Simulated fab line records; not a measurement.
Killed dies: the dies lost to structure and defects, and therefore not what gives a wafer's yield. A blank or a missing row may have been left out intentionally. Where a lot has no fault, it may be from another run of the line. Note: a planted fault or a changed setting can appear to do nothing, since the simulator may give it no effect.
The tool behind it: which one?	flow n5 finfet	30 wafers sampled from 10 lots at 1 step of a route of 1938

== WHAT EACH GAUGE READ, for each wafer ==
N5_BEOL_M6_INSPECT_13: inspects for defects (brightfield).
lot	measured	on	raw defect count
L406	day 8 11:31	defect inspect-02	380 356 409
L407	day 8 16:46	defect inspect-02	328 386 274
L408	day 9 03:35	defect inspect-02	395 429 322
L416	day 11 00:46	defect inspect-01	431 468 342
L419	day 11 16:35	defect inspect-02	421 294 372
L422	day 12 11:26	defect inspect-01	749 497 506
L424	day 13 11:09	defect inspect-02	352 427 340
L427	day 13 15:02	defect inspect-01	358 397 375
L428	day 14 12:01	defect inspect-02	340 406 348
L429	day 14 23:22	defect inspect-01	429 480 522

== WHICH TOOL RAN EACH LOT (tool, then ch and the chambers of the sampled wafers, then the start) ==
No process step before these readings appears in the record.

== WHAT THE TOOLS THEMSELVES READ (means of the sampled wafers that have a number; where no wafer has one, the mark that the record gives instead) ==
The record holds no such reading with a usual standard deviation.

== THE ANSWER, worked out from the rows above alone ==
Rule: what is usual is taken from the lots themselves. Put in order of their means at a reading, lots are off if they are a third of the lots or fewer, leave a main group of 4 or more, and stand apart from it by a gap of 3 or more times the standard deviation of the main group's means; of several such gaps the widest counts. If all means in a main group match to the digits the tables above print for the reading, that group is not used. Also off: a lot with no number at a reading for which 4 or more lots have one. All remaining lots with rows at the step are treated as sound. The gauges are gone through in route order, then the tools' own readings, and for those a lot's mean is taken as printed above. The first step at which some lot is off is used, and at that step the reading that is off furthest; a lot without a number counts as furthest.
Across all readings shown, no lot is off: no conclusion can be drawn from this.

== WHAT HAD BEEN PUT IN BY THE SIMULATOR ==
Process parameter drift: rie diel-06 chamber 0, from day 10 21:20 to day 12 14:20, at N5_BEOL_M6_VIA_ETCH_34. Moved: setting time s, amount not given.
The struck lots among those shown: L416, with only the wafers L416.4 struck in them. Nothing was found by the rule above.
